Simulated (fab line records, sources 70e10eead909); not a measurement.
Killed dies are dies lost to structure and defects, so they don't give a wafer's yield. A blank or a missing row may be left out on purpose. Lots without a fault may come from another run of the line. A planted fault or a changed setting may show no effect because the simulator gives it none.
A struck lot beside a sound one | flow nand_harc | 15 steps out of a route of 1302
Sound: wafers L626.1, L626.2, L626.3. Struck: wafers L630.2, L630.3, L630.6. The cause comes at the end.
At each step with rows: each side's tool, then ch and its chambers, then its first start. Under that, the readings that differ: sound wafers | struck wafers | difference of the means | sigmas: that difference in standard deviations of wafers without a fault.
alike: readings whose means differ by less than 2 such deviations, and words and numbers that are the same on both sides. not compared: withheld readings, readings that some wafer has no value for, bounds like >300 that may hide the same value, and numbers for which the record gives no deviation and whose values overlap.
The two part at a step that has a row with sigmas, a row that says differs or no value, or rows on one side only. Numbers that don't overlap but have no deviation are shown without sigmas and don't part them. A reading that every wafer of one side lacks parts them only if that side has two wafers or more.

first, 8 steps without rows for these wafers: NHARC_P_GATE_DEHYDRATE_03 (time 120 s); NHARC_P_GATE_HMDS_04 (time 30 s); NHARC_P_GATE_COAT_05; NHARC_P_GATE_SOFTBAKE_06 (time 95 s); NHARC_P_GATE_EBR_07; NHARC_P_GATE_EXPOSE_08 (exposes mask P HV); NHARC_P_GATE_PEB_09 (peb time 85 s); NHARC_P_GATE_DEVELOP_10 (time 70 s).
NHARC_P_GATE_CD_MEAS_11: target cd 1640 nm.
  sound on cd_sem-03 ch 0, day 7 18:10; struck on cd_sem-01 ch 0, day 9 06:28
  alike: cd_nm
then, 1 step without rows for these wafers: NHARC_P_GATE_HARDBAKE_12 (time 80 s).
NHARC_P_GATE_DESCUM_13: chemistry O2, time 3 s.
  sound on rie_diel-05 ch 1,2,3, day 7 18:20; struck on rie_diel-05 ch 0,2, day 9 06:38
  alike: drypump_motor_current_A, oes_product_au, rf_vpp_V, showerhead_plenum_p_Torr, throttle_valve_pct
  not compared: rf_hours_counter_h
then, 1 step without rows for these wafers: NHARC_P_GATE_ETCH_14 (etches SiO2 in dHF, target depth 48.8 nm).
NHARC_P_GATE_STRIP_15: strips in SPM, time 780 s.
  sound on wet_bench-03 ch 1,2,4, day 7 18:31; struck on wet_bench-09 ch 1,6,7, day 9 06:49
  no value came back on the struck wafers for bath_guard_temp_C (C), bath_heat_duty_pct (%); on the sound wafers bath_guard_temp_C (C) reads 129.7 129.2 130.8
then, 1 step without rows for these wafers: NHARC_P_GATE_PRECLEAN_71 (cleans in SC1).
-- the record jumps here: 20 days lie between the struck wafers' starts before and after (it left off in module P_GATE and takes up again in module END, whose first step shown is number 1302 of the route) --
NHARC_END_SORT_01:
  the record has rows for the struck wafers here (prober-01 ch 0, day 29 15:43) and none for the sound ones

WHERE THEY PART
First at NHARC_P_GATE_STRIP_15; last, within this record, at NHARC_END_SORT_01.

WHY: what the simulator had put in
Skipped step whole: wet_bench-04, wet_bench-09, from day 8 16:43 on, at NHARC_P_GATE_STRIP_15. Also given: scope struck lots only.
